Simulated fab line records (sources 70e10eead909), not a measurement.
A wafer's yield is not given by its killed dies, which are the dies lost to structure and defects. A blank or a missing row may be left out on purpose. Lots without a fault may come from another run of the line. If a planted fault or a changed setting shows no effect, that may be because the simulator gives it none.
A struck lot beside a sound one	flow nand harc	32 out of 1159 route steps
Sound: the wafers L908.1, L908.4, L908.6. The struck wafers were L912.1, L912.4, L912.6. At the end, the cause is stated.
At each step with rows: each side's tool, then ch and its chambers, then its first start. Under that, the readings that differ: sound wafers	struck wafers	difference of the means	sigmas: that difference in standard deviations of wafers without a fault.
alike: words and numbers the same on both sides, and readings whose means are apart by under 2 such deviations; not compared: readings that were withheld, readings missing a value for some wafer, numbers with overlapping values and no deviation given by the record, and bounds like >300 which may hide the same value.
Wherever a step has rows on one side only, a row that says differs or no value, or a row with sigmas, the two part there. Non-overlapping numbers with no deviation appear without sigmas and do not part them. A reading that every wafer of one side lacks parts them only if that side has two wafers or more.

first, 5 steps without rows for these wafers: NHARC_A_ONON_D1_DEP_19 (target thk 1000 nm); NHARC_A_ONON_D1_DEP_22 (target thk 1000 nm); NHARC_A_ONON_D1_DEP_25 (target thk 1000 nm); NHARC_A_ONON_D1_DEP_28 (target thk 1000 nm); NHARC_A_ONON_D1_DEP_33 (deposits SiO2, target thk 200 nm).
NHARC_A_CHANNEL_HOLE_D1_DEP_00: deposits aC, target thk 3100 nm.
  sound on acl dep-01 ch 0, day 9 18:19; struck on acl dep-02 ch 0, day 11 14:32
  alike: throttle valve pct
then, 25 steps without rows for these wafers: NHARC_A_CHANNEL_HOLE_D1_DEP_01 (deposits SiON, target thk 140 nm); NHARC_A_CHANNEL_HOLE_D1_DEHYDRATE_02 (time 120 s); NHARC_A_CHANNEL_HOLE_D1_HMDS_03 (time 30 s); NHARC_A_CHANNEL_HOLE_D1_COAT_36 (time 75 s); NHARC_A_CHANNEL_HOLE_D1_COAT_37 (time 65 s); NHARC_A_CHANNEL_HOLE_D1_COAT_04 (resist thk 90 nm); NHARC_A_CHANNEL_HOLE_D1_SOFTBAKE_05 (time 55 s); NHARC_A_CHANNEL_HOLE_D1_EBR_06; NHARC_A_CHANNEL_HOLE_D1_EXPOSE_07 (exposes mask HOLE D1, target cd 100 nm); NHARC_A_CHANNEL_HOLE_D1_PEB_08 (peb time 65 s); NHARC_A_CHANNEL_HOLE_D1_DEVELOP_09 (develop time 35 s); NHARC_A_CHANNEL_HOLE_D1_DESCUM_15 (chemistry O2, time 3 s); NHARC_A_CHANNEL_HOLE_D1_ETCH_38 (etches the open film in CF4, target depth 39 nm, time 65 s); NHARC_A_CHANNEL_HOLE_D1_ETCH_39 (etches the open film in N2/H2, target depth 260 nm, time 325 s); NHARC_A_CHANNEL_HOLE_D1_ETCH_34 (etches the open film in CF4/CHF3, target depth 154 nm, time 77 s); NHARC_A_CHANNEL_HOLE_D1_ETCH_16 (etches the open film in O2/COS, target depth 3100 nm, time 806 s); NHARC_A_CHANNEL_HOLE_D1_ETCH_19 (etches the open film in C4F8/O2/Ar, time 34.5 s); NHARC_A_CHANNEL_HOLE_D1_ETCH_20 (etches the open film in C4F8/O2/Ar, time 361.9 s, target depth 1600 nm); NHARC_A_CHANNEL_HOLE_D1_ETCH_21 (etches the open film in C4F8/O2/Ar, time 514.3 s, target depth 1600 nm); NHARC_A_CHANNEL_HOLE_D1_ETCH_22 (etches the open film in C4F8/O2/Ar, time 666.7 s, target depth 1600 nm); NHARC_A_CHANNEL_HOLE_D1_ETCH_23 (etches the open film in C4F8/O2/Ar, time 819 s, target depth 1600 nm); NHARC_A_CHANNEL_HOLE_D1_ETCH_24 (etches the open film in C4F8/O2/Ar, time 906.2 s, target depth 1500 nm); NHARC_A_CHANNEL_HOLE_D1_ETCH_25 (etches the open film in C4F8/O2/Ar, time 1040.2 s, target depth 1500 nm); NHARC_A_CHANNEL_HOLE_D1_ETCH_26 (etches the open film in C4F8/O2/Ar, time 224.1 s, target depth 300 nm); NHARC_A_CHANNEL_HOLE_D1_ETCH_33 (etches the open film in C4F8/O2/Ar, time 90 s, target depth 400 nm).
-- jump in the record: it breaks off in module A_CHANNEL_HOLE_D1 and resumes in module END (first step shown: number 1159 of the route), and 10 days separate the struck wafers' starts before and after --
NHARC_END_SORT_01:
  the record has rows for the struck wafers here (prober-02 ch 0, day 22 01:13) and none for the sound ones

== WHERE THEY PART ==
Within this record, at NHARC_END_SORT_01 only.

WHY: what had been put in by the simulator
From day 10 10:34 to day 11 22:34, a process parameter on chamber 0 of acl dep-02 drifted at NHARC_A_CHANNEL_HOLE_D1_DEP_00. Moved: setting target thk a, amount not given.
